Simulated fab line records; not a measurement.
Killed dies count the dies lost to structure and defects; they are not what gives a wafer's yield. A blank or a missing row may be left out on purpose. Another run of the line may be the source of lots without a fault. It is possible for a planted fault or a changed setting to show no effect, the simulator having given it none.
Chamber matching + flow nand harc + NHARC_A_WL_FILL_ALD_02 on ald metal-03 has 4 sister chambers
The step deposits TiN, target thk 2 nm, pulse time 3 s, ald cycles 100. 14 wafers are shown with their chamber, then 7 later ones without.

## WAFERS PAIRED WITH THEIR CHAMBERS
| wafer  | chamber | heater power w (W) | precursor pulse height rel |
|--------|---------|--------------------|----------------------------|
| L814.1 | 3       | 1249               | 0.998                      |
| L814.2 | 1       | 1102               | 0.992                      |
| L814.5 | 0       | 1201               | 0.996                      |
| L815.1 | 0       | 1202               | 0.994                      |
| L815.3 | 1       | 1081               | 0.956                      |
| L815.5 | 3       | 1229               | 1.002                      |
| L817.2 | 1       | 1078               | 1.009                      |
| L817.3 | 2       | 970                | 0.996                      |
| L817.5 | 3       | 1238               | 0.983                      |
| L823.2 | 3       | 1230               | 0.988                      |
| L823.5 | 1       | 1107               | 0.982                      |
| L823.6 | 0       | 1187               | 0.984                      |
| L824.3 | 0       | 1189               | 1.014                      |
| L824.4 | 3       | 1152               | 0.982                      |

SIGNATURES (means of the wafers above)
| reading                    | chamber 0 | chamber 1 | chamber 2 | chamber 3 | scatter within a chamber |
|----------------------------|-----------|-----------|-----------|-----------|--------------------------|
| heater power w             | 1194.75   | 1092.00   | 970.00    | 1219.60   | 26.1                     |
| precursor pulse height rel | 0.99700   | 0.98475   | 0.99600   | 0.99060   | 0.0151                   |
Rule: for each reading, subtract the chamber's mean from the wafer's reading, divide by that reading's scatter and square the result; add these up over the readings and take the root, which gives the wafer's distance from the chamber. If the next closest chamber is less than 2 further off than the closest, the wafer can't be placed; otherwise it belongs to the closest. How the scatter is found: for the shown wafers, subtract from each reading the mean of its chamber, square and add these, divide the total by (wafers less chambers), then take the root.

## WAFERS WITHOUT THEIR CHAMBER
| wafer  | heater power w (W) | precursor pulse height rel |
|--------|--------------------|----------------------------|
| L824.5 | 1160               | 1.013                      |
| L829.3 | 1160               | 1.003                      |
| L829.5 | 1196               | 0.982                      |
| L829.6 | 1189               | 0.986                      |
| L828.2 | 1169               | 1.031                      |
| L828.4 | 977                | 0.991                      |
| L828.5 | 1169               | 1.008                      |

## WHICH CHAMBER EACH WENT THROUGH
| wafer  | from the rows above          | in truth |
|--------|------------------------------|----------|
| L824.5 | can't be placed: 0 or 3 or 1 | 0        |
| L829.3 | can't be placed: 0 or 3 or 1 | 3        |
| L829.5 | can't be placed: 0 or 3      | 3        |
| L829.6 | can't be placed: 0 or 3      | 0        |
| L828.2 | can't be placed: 0 or 3 or 1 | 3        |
| L828.4 | 2                            | 2        |
| L828.5 | can't be placed: 0 or 3      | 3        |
Placed correctly: 1 of 7. Cannot be placed on the basis of these rows: 6; the candidates contain the true chamber in 6. Wrongly placed: 0.
